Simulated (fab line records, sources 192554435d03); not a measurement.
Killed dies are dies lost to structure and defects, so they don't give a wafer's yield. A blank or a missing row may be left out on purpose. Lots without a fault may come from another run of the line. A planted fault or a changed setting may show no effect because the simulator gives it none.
Chamber matching | flow n5_finfet | N5_HKMG_FIN_STRIP_90 on rie_diel-04: 4 sister chambers
The step strips SOC in N2/H2, time 20 s. 14 wafers are shown with their chamber, then 7 later ones without.

WAFERS WITH THEIR CHAMBER
wafer  | chamber | showerhead_plenum_p_Torr (Torr) | throttle_valve_pct (%) | oes_product_au (a.u.)
L077.1 | 0       | 3.51                            | 19.3                   | 0.73
L077.2 | 1       | 3.38                            | 19.2                   | 0.79
L077.5 | 2       | 3.17                            | 19.0                   | 0.69
L078.2 | 3       | 3.46                            | 19.2                   | 0.67
L078.3 | 1       | 3.37                            | 19.1                   | 0.78
L078.6 | 3       | 3.46                            | 19.2                   | 0.67
L081.1 | 1       | 3.37                            | 19.2                   | 0.77
L081.2 | 0       | 3.51                            | 19.3                   | 0.72
L081.4 | 0       | 3.50                            | 19.3                   | 0.72
L083.1 | 2       | 3.16                            | 19.0                   | 0.67
L083.2 | 0       | 3.50                            | 19.3                   | 0.71
L083.5 | 2       | 3.16                            | 19.0                   | 0.68
L085.3 | 3       | 3.46                            | 18.8                   | 0.94
L085.5 | 3       | 3.46                            | 18.8                   | 0.93

SIGNATURES (means of the wafers above)
reading                  | chamber 0 | chamber 1 | chamber 2 | chamber 3 | scatter within a chamber
showerhead_plenum_p_Torr | 3.5050    | 3.3733    | 3.1633    | 3.4600    | 0.00483
throttle_valve_pct       | 19.300    | 19.167    | 19.000    | 19.000    | 0.129
oes_product_au           | 0.7200    | 0.7800    | 0.6800    | 0.8025    | 0.0842
Rule: a wafer's distance from a chamber is the root of the sum, over the readings, of the square of ((its reading less the chamber's mean) divided by the reading's scatter). The wafer belongs to the nearest chamber; if the next one is less than 2 further off, it can't be placed. The scatter: the root of (the sum of the squares of (reading less its chamber's mean) over the shown wafers, divided by (wafers less chambers)).

WAFERS WITHOUT THEIR CHAMBER
wafer  | showerhead_plenum_p_Torr (Torr) | throttle_valve_pct (%) | oes_product_au (a.u.)
L085.6 | 3.50                            | 19.3                   | 0.71
L090.1 | 3.45                            | 18.8                   | 0.90
L090.2 | 3.36                            | 19.2                   | 0.76
L090.4 | 3.49                            | 19.4                   | 0.71
L095.1 | 3.45                            | 18.8                   | 0.87
L095.5 | 3.49                            | 19.4                   | 0.69
L095.6 | 3.36                            | 19.2                   | 0.75

WHICH CHAMBER EACH WENT THROUGH
wafer  | from the rows above | in truth
L085.6 | 0                   | 0
L090.1 | 3                   | 3
L090.2 | 1                   | 1
L090.4 | 0                   | 0
L095.1 | 3                   | 3
L095.5 | 0                   | 0
L095.6 | 1                   | 1
Placed correctly: 7 of 7. Can't be placed from these rows: 0. Placed wrongly: 0.
